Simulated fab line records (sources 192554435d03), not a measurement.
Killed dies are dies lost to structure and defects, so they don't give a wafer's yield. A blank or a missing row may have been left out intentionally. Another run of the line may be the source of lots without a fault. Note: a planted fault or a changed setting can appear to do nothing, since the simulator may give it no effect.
fab line records    flow n5Finfet
record lots=4  wafers=12  lastDay=15
route steps=1938 shown BEOL_M1@831 BEOL_M2@841 BEOL_M4@1111 PASSIVATION@1936
lots that met no fault: from a run of the same line without faults
startH: start of the lot's first displayed wafer, in hours after the record's first day    waitH: hours from the lot's prior step to this one    " identical to the entry in the row above    L1.1+2: one row covering several wafers at once    - no value, or no start was given    * or withheld: withheld    < > ~ a bound
route shown NAME@n: names a module that has steps shown in the file, with the first one's number in the route    usual: mean/standard deviation of fault-free wafers    same: alike in all rows    chamber/n: place in a boat    sites: per-site readings    _std_site: the values' standard deviation    _edge_site: outer sites' mean less inner sites'    radiusMm: how far each site lies from the wafer's centre    mask NAME#n: copy n    behind: tool/chamber where the wafer was last shaped    hold: what put the lot on hold/how long, in hours/how the hold closed    device: transistor that didn't switch, given as n, p or np    end of line: tests of these same wafers at the route's end    a step with no rows: only its recipe    killed: dies lost to structure and defects at the first sort, not the wafer's yield    map: dies across one wafer; x = killed, . = not, _ = none there
set.NAME: the run value of the setting; set.NAME@STEP: its run value at that earlier step    model.NAME: the simulator's own value behind a step, which no gauge read
lots at selected steps of the route; one table per step, one row per wafer
services: the hour from which a tool's chamber was out of use, counted from the record's first day as startH (under 0 if before that day), plus the number of hours and why
## steps
# step N5_BEOL_M1_ECD_50
# recipe material=Cu  targetThkA=3000
# step N5_BEOL_M1_ANNEAL_51
# recipe tempC=225  timeS=90  ambient=N2
# step N5_BEOL_M1_CMP_52
# recipe stopOn=SiOC  tOverpolishS=6.8  downForcePsi=1  platenRpm=50  clearingPlatenDownForcePsi=1.5  clearingPlatenRpm=50  postCmpClean=cuAlkaline  targetThkNm=40  clearingPlatenPadVelocityMS=0.99484  padVelocityMS=0.99484
# step N5_BEOL_M1_PRE_CLEAN_60
# recipe gas=NH3/H2  timeS=15  tempC=*  rfPowerW=300
# step N5_BEOL_M1_CO_CAP_55
# recipe material=Co  targetThkA=20  tempC=200  precursor=CCTBA/H2  pressureTorr=30  timeS=102.1
# step N5_BEOL_M1_PRE_CLEAN_56
# recipe gas=NH3  timeS=15  tempC=withheld  rfPowerW=300
# step N5_BEOL_M1_DEP_57
# recipe material=SiCN  targetThkA=80  tempC=withheld  precursor=3MS/NH3  pressureTorr=3  rfW=202  timeS=14
# step N5_BEOL_M2_ILD_DEP_00
# recipe material=SiOC  targetThkA=790  tempC=350  precursor=DEMS/O2  pressureTorr=5  rfW=500  timeS=15.3
# step N5_BEOL_M2_PECVD_72
# recipe material=SiO2  targetThkA=160  tempC=400  precursor=TEOS/O2  pressureTorr=5.5  rfW=450  teosFlowSccm=53.8  gas=O2  flowSccm=3000  timeS=18
# usual heaterPowerW=704/89  showerheadPlenumPTorr=8.76/0.075  throttleValvePct=22.2/0.95
lot.wafer  tool      chamber  startH  waitH  heaterPowerW  showerheadPlenumPTorr  throttleValvePct
L368.2     pecvd-04  1        156.77  0.0    665           8.83                   21.2
L368.4     "         1        "       "      664           8.81                   21.4
L368.6     "         1        "       "      651           8.83                   21.7
L369.1     pecvd-04  1        161.94  0.0    748           8.82                   21.5
L369.2     "         0        "       "      545           8.78                   23.3
L369.5     "         1        "       "      745           8.83                   21.4
L370.1     pecvd-02  0        165.33  0.0    747           8.84                   23.2
L370.3     "         1        "       "      764           8.88                   22.0
L370.5     "         0        "       "      746           8.80                   23.3
L373.3     pecvd-04  1        193.90  0.1    757           8.84                   21.6
L373.4     "         0        "       "      607           8.77                   23.3
L373.5     "         0        "       "      601           8.80                   23.4
# step N5_BEOL_M2_HM_DEP_02
# recipe material=TiN  targetThkA=200  tempC=25  chamberPressurePa=0.49996
# step N5_BEOL_M2_COAT_61
# recipe resist=SOC  tempC=250  timeS=60  spinRpm=1500  resistThkNm=60
# step N5_BEOL_M2_COAT_62
# recipe resist=SiARC  tempC=220  timeS=60  spinRpm=1500  resistThkNm=12
# step N5_BEOL_M2_COAT_73
# recipe resist=underlayer  tempC=205  timeS=60  spinRpm=1500  resistThkNm=5
# step N5_BEOL_M2_COAT_05
# recipe resist=CAR-EUV  spinRpm=1500  resistThkNm=30
# step N5_BEOL_M2_EBR_07
# recipe solvent=PGMEA  ebrWidthMm=1.5
# step N5_BEOL_M2_SOFTBAKE_06
# recipe tempC=110  timeS=60  resist=CAR-EUV
# step N5_BEOL_M2_EXPOSE_08
# recipe maskId=M2  na=0.33  sourceShape=dipole  sigmaInner=0.369  sigmaOuter=0.767  polarization=unpolarized  doseMj=41.25
# step N5_BEOL_M2_PEB_09
# recipe pebTempC=100  pebTimeS=60  resist=CAR-EUV
# step N5_BEOL_M2_DEVELOP_10
# recipe developTimeS=30  developer=TMAH  resist=CAR-EUV  rinseLiquid=surfactantRinse  dry=airSpin  devTempC=23
# step N5_BEOL_M2_INSPECT_13
# recipe mode=adi  inspectInstrument=brightfield
# usual rawDefectCount=413/100
lot.wafer  tool              chamber  startH  waitH  rawDefectCount
L368.2     defectInspect-02  -        157.33  0.0    396
L368.4     "                 -        "       "      345
L368.6     "                 -        "       "      361
L369.1     defectInspect-01  -        162.53  0.1    1150
L369.2     "                 -        "       "      1158
L369.5     "                 -        "       "      1046
L370.1     defectInspect-02  -        166.56  0.1    528
L370.3     "                 -        "       "      426
L370.5     "                 -        "       "      504
L373.3     defectInspect-01  -        196.52  0.0    1183
L373.4     "                 -        "       "      1179
L373.5     "                 -        "       "      1309
# step N5_BEOL_M2_DESCUM_16
# recipe chemistry=O2  timeS=7  sourcePowerW=50  biasPowerW=20  pressureMtorr=20  rfFrequencyHz=2.712e+07  tempC=40  resist=CAR-EUV  o2FlowSccm=225
# step N5_BEOL_M4_RC_MEAS_101
# usual DIBL_N=36.3/1.6  DIBL_P=36.4/2.1  IOFF_N=0.16/0.032  IOFF_P=0.22/0.044  ION_N=675/12  ION_P=463/8.3  SS_N=71.6/0.64  SS_P=73.3/0.67  VT_N=250/3.3  VT_P=-250/3.7
lot.wafer  tool       chamber  startH  waitH  DIBL_N[mV/V]  DIBL_P[mV/V]  IOFF_N[nA/um]  IOFF_P[nA/um]  ION_N[uA/um]  ION_P[uA/um]  SS_N[mV/dec]  SS_P[mV/dec]  VT_N[mV]  VT_P[mV]
L368.2     prober-01  0        219.13  0.2    37.4          38.4          0.19           0.25           684           468           71.2          73.8          245       -248
L368.4     "          0        "       "      37.6          38.7          0.18           0.24           682           468           72.0          73.3          249       -250
L368.6     "          0        "       "      35.2          35.4          0.15           0.20           660           463           70.3          72.8          250       -250
L370.1     prober-01  0        231.76  0.0    35.4          35.1          0.14           0.19           654           452           71.6          73.9          256       -252
L370.3     "          0        "       "      37.2          37.9          0.19           0.24           689           466           71.4          74.0          249       -247
L370.5     "          0        "       "      36.3          36.1          0.16           0.22           676           463           71.9          73.2          251       -250
L369.1     prober-02  0        232.19  0.0    36.9          35.8          0.16           0.20           686           462           71.2          72.5          248       -251
L369.2     "          0        "       "      37.4          36.2          0.18           0.22           687           459           71.3          72.7          246       -248
L369.5     "          0        "       "      39.1          38.6          0.21           0.25           685           463           72.0          73.3          247       -247
L373.3     prober-02  0        257.31  0.3    34.0          34.5          0.13           0.16           660           454           70.5          73.1          253       -255
L373.4     "          0        "       "      38.1          38.6          0.21           0.22           677           456           71.4          73.3          247       -252
L373.5     "          0        "       "      35.2          34.8          0.14           0.17           674           455           70.7          73.0          253       -255
# step N5_PASSIVATION_PROBE_49
# usual defectLimitedYield=91.4/1.2  killed_at_M0_to_M3=35/11  killed_at_M4_up=14/6  killedAtContacts=12/6.7  killedAtFrontEnd=37/9.7  killedAtOther=3.5/2.5  killedDies=102/15  killedOpen=67/12  killedShort=33/7.3  sort_bin_5_function=5.1/0.81  sort_bin_6_memory=3.2/0.65  sortNPass=1078/15  sortYieldPct=91.4/1.2
# same grossDies=1180  killedAtBackSide=0  sort_bin_4_leakage[%]=0  sort_bin_8_speed[%]=0
lot.wafer  tool       chamber  startH  waitH  defectLimitedYield[%]  killed_at_M0_to_M3  killed_at_M4_up  killedAtContacts  killedAtFrontEnd  killedAtOther  killedDies  killedOpen  killedShort  sort_bin_5_function[%]  sort_bin_6_memory[%]  sortNPass  sortYieldPct[%]
L369.1     prober-01  -        345.46  0.0    80.6                   179                 10               5                 34                1              229         60          26           12.5                    3.8                   951        80.6
L369.2     prober-01  -        345.51  0.1    86.9                   97                  14               9                 35                0              155         67          31           7.1                     3.8                   1025       86.9
L369.5     prober-01  -        345.66  0.2    80.3                   173                 10               4                 45                0              232         69          25           12.7                    4.3                   948        80.3
L373.3     prober-02  -        360.64  0.1    78.8                   183                 22               12                31                2              250         70          39           13.7                    4.7                   930        78.8
L373.4     prober-02  -        360.69  0.2    88.3                   92                  10               18                17                1              138         52          27           6.4                     3.5                   1042       88.3
L373.5     prober-02  -        360.74  0.2    88.1                   87                  13               13                27                1              141         48          26           7.3                     3.1                   1039       88.1
# killed by level:class
L369.1 BEOL_M2:unspecified=143 BEOL_M2:geometricParticle:open=11 FIN_SAQP:geometricParticle:short=9 STI_FIN_REVEAL:geometricParticle:open=7 BEOL_M3:geometricParticle:open=6 FIN_SAQP:geometricParticle:open=5 BEOL_M4:geometricParticle:open=5 MOL_CONTACT_COAG:geometricParticle:open=5
L369.2 BEOL_M2:unspecified=55 BEOL_M2:geometricParticle:open=22 FIN_SAQP:geometricParticle:short=10 MOL_CONTACT_COAG:geometricParticle:open=8 BEOL_M0_SAQP:geometricParticle:open=6 BEOL_M3:geometricParticle:open=5 STI_FIN_REVEAL:geometricParticle:open=4 DUMMY_GATE:geometricParticle:open=4
L369.5 BEOL_M2:unspecified=137 FIN_SAQP:geometricParticle:open=12 BEOL_M2:geometricParticle:open=12 STI_FIN_REVEAL:geometricParticle:open=11 BEOL_M0_SAQP:geometricParticle:open=9 STI_FIN_REVEAL:geometricParticle:short=5 GATE_CUT:geometricParticle:open=5 FIN_SAQP:geometricParticle:short=4
L373.3 BEOL_M2:unspecified=140 BEOL_M2:geometricParticle:open=15 BEOL_M4:geometricParticle:open=11 MOL_CONTACT_COAG:geometricParticle:open=10 FIN_SAQP:geometricParticle:short=7 GATE_CUT:geometricParticle:short=7 BEOL_M1:geometricParticle:open=5 BEOL_M3:geometricParticle:open=5
L373.4 BEOL_M2:unspecified=59 MOL_CONTACT_COAG:geometricParticle:open=14 BEOL_M2:geometricParticle:open=7 BEOL_M2:geometricParticle:short=6 BEOL_M3:geometricParticle:open=6 BEOL_M0_SAQP:geometricParticle:open=5 MOL_CONTACT_COAG:geometricParticle:short=4 BEOL_M4:geometricParticle:open=4
L373.5 BEOL_M2:unspecified=66 MOL_CONTACT_COAG:geometricParticle:open=12 BEOL_M4:geometricParticle:open=8 FIN_SAQP:geometricParticle:short=7 BEOL_M2:geometricParticle:open=5 FIN_SAQP:geometricParticle:open=4 BEOL_M0:geometricParticle:short=4 STARTING-WAFER:geometricParticle:short=4
# map L369.5 (x killed, . not)
_________________.....x...x..________________
______________.................._____________
___________................x.......__________
__________x........x....x..........._________
________..............x.......x......._______
_______...............x.xx........x....______
______.................................._____
_____x..x...............x.........x......____
____x...x......................x......x...___
___x.................x...........x.........__
___.x.xx...............x.......x....x......__
__...........x............x......x.....x..x._
__........x.x...x................x..x......._
_...............x.....x...xx....xx.........x.
_.......x......x..........................x..
_.........x.x.x..............................
_....x.......x.......x...................x...
_x.............xxx...............xx..........
_..x.x.......................................
_.......x.............x......x..x..x.........
_.....x.................x.xx..x.........x....
__........x..........x.x.xx.x.xx............_
__x...x........x.....x..xxxxxxxx.x....xx...._
___..........x..x...xx.xxxxxxxxxx...x.x....__
___.................x.xxxxxxxxxxxxx..x.....__
____..................xxxxxxxxxxxxxx......___
_____x....x..........x.xxxxxxxxxxxxx.....____
______..............xxxxxxxxxxxxxxxx...._____
_______x.............x.xxxxxxxxxxxxx...______
________.x...x.........xxxxxxxxxxxx..._______
__________......xx.......xxxxxx.x.xx_________
___________..........xxx.xxxxx.x.xx__________
______________........x.xx.x.x.._____________
_________________x...........________________
# map L373.3 (x killed, . not)
_________________..x.........________________
______________..x.......x...x..x_____________
___________........................__________
__________.x........................_________
________x......x.........x...........x_______
_______x...........x...x...............______
______............x.......x..x.x...x...._____
_____..x........x............x...x.......____
____..................xx.............x....___
___..................x......x..x..........x__
___.x.x.........xxxx..................xx...__
__.....x......x............x...............x_
__.x...........x....x...............xx......_
_.................x......x.x.......xx..x...x.
_..x........................x.....x..........
_......x................x...x................
_....x........x.x...........x..x...x.....x...
_...x.........x.............x...............x
_..x......................................xx.
_.x.x...........................xx..x.....xx.
_........x....xx....x....xxxx................
__........x............xxx.xxxxxx..........._
__.......xx..........x.xxxxxxxxxx.xx........_
___..............x..xx.xxxxxxxxxxx.........__
___.................x..xxxxxxxxxxxx...x....__
____.....x......x...x.xxxxxxxxxxxxxx......___
_____xx..........x..xxxxxxxxxxxxxxxx..x..____
______.xx.x.x...x....xxxxxxxxxxxxxx...xx_____
_______..............xxxxxxxxxxxxx.x...______
________...............xxxxxxxxxxx.x.._______
__________...x...x...xxxxxxxxxxx...._________
___________.........x.xxxx..xx.xx..__________
______________...........x..xx.._____________
_________________............________________
## services
tool      chamber  startH  hours  kind
pecvd-04  1        148.95  6.2    repair
pecvd-04  2        167.48  -      clean
pecvd-04  2        167.48  -      consumableReplace:showerhead
pecvd-04  2        167.48  29.0   scheduledDown
pecvd-04  2        167.48  29.0   ventCycle
## key
firstSign step=N5_BEOL_M2_INSPECT_13  reading=rawDefectCount  direction=up  sigmas=7.5  usual=413  struck=1171
effect step=N5_PASSIVATION_PROBE_49  reading=killed_at_M0_to_M3  direction=up  sigmas=9.3  usual=35  struck=135
moreKillsBornAt N5_BEOL_M2_PECVD_72@pecvd-04=600
metAt N5_BEOL_M2_PECVD_72
struckWafers L369.1,L369.2,L369.5,L373.3,L373.4,L373.5
onsetBetween 156.77 161.94
fault kind=chamberParticleSource  tool=pecvd-04  chamber=-  onsetH=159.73  steps=N5_BEOL_M2_PECVD_72  ratePerVisitCm2=1.2902  endH=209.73
